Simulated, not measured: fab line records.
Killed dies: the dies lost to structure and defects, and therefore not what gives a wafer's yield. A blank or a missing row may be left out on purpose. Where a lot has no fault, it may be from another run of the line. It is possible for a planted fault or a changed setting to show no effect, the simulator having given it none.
One fault seen from 2 desks	flow n5-finfet	what lay behind the numbers comes last; until then each desk has only its own

== TOOL OWNER'S DESK, rie-diel-03 ==
The tool's own readings at N5_FIN_SAQP_SPACER1_ETCHBACK_25 (etches SiO2 in CHF3/O2, target depth 24.4 nm, time 12.2 s): means of the sampled wafers that have a number, for each lot that ran on this tool. Any lot whose mean is over 4 standard deviations away from the usual mean is out of limits and marked OUT; that distance is given in the brackets.
Columns: A = bias-w at N5_FIN_SAQP_SPACER1_ETCHBACK_25, usual 170.0 W; B = drypump-motor-current-A at N5_FIN_SAQP_SPACER1_ETCHBACK_25, usual 5.57 A; C = oes_ar_750_au at N5_FIN_SAQP_SPACER1_ETCHBACK_25, usual 0.79 a.u.; D = oes-product-au at N5_FIN_SAQP_SPACER1_ETCHBACK_25, usual 0.79 a.u.; E = rf-vpp-V at N5_FIN_SAQP_SPACER1_ETCHBACK_25, usual 525 V; F = showerhead-plenum-p-Torr at N5_FIN_SAQP_SPACER1_ETCHBACK_25, usual 2.39 Torr; G = throttle-valve-pct at N5_FIN_SAQP_SPACER1_ETCHBACK_25, usual 18.88 %
lot	first seen here	A	B	C	D	E	F	G
L453	day 2 00:10	169.6	5.42	0.83	0.83	528	2.36	18.63
L461	day 4 00:55	170.4	5.47	0.81	0.78	529	2.35	18.66
L462	day 4 05:41	170.0	5.34	0.83	0.76	538	2.43	18.68
L474	day 7 07:10	170.1	5.61	0.80	0.82	532	2.39	18.71
This desk found nothing out of limits on any of the 4 lots.

== AT THE METROLOGY DESK ==
Means of the sampled wafers that have a number, per lot and without regard to the tool the lot ran on: this is what the gauges read. Any lot whose mean is over 4 standard deviations away from the usual mean is out of limits and marked OUT; that distance is given in the brackets.
Columns: A = cd-nm at N5_FIN_SAQP_CD_MEAS_16, usual 35.6 nm
lot	first seen here	A
L453	day 1 22:08	35.7
L461	day 3 22:50	35.7
L462	day 4 03:35	35.7
L467	day 5 11:11	35.7
L470	day 6 04:16	35.7
L472	day 6 15:48	35.7
L473	day 6 21:34	35.6
L474	day 7 04:46	35.8
This desk found nothing out of limits on any of the 8 lots.

== BROUGHT TOGETHER ==
The tool owner's desk saw nothing out of limits.
The metrology desk saw nothing out of limits.

== WHAT THE SIMULATOR PUT IN ==
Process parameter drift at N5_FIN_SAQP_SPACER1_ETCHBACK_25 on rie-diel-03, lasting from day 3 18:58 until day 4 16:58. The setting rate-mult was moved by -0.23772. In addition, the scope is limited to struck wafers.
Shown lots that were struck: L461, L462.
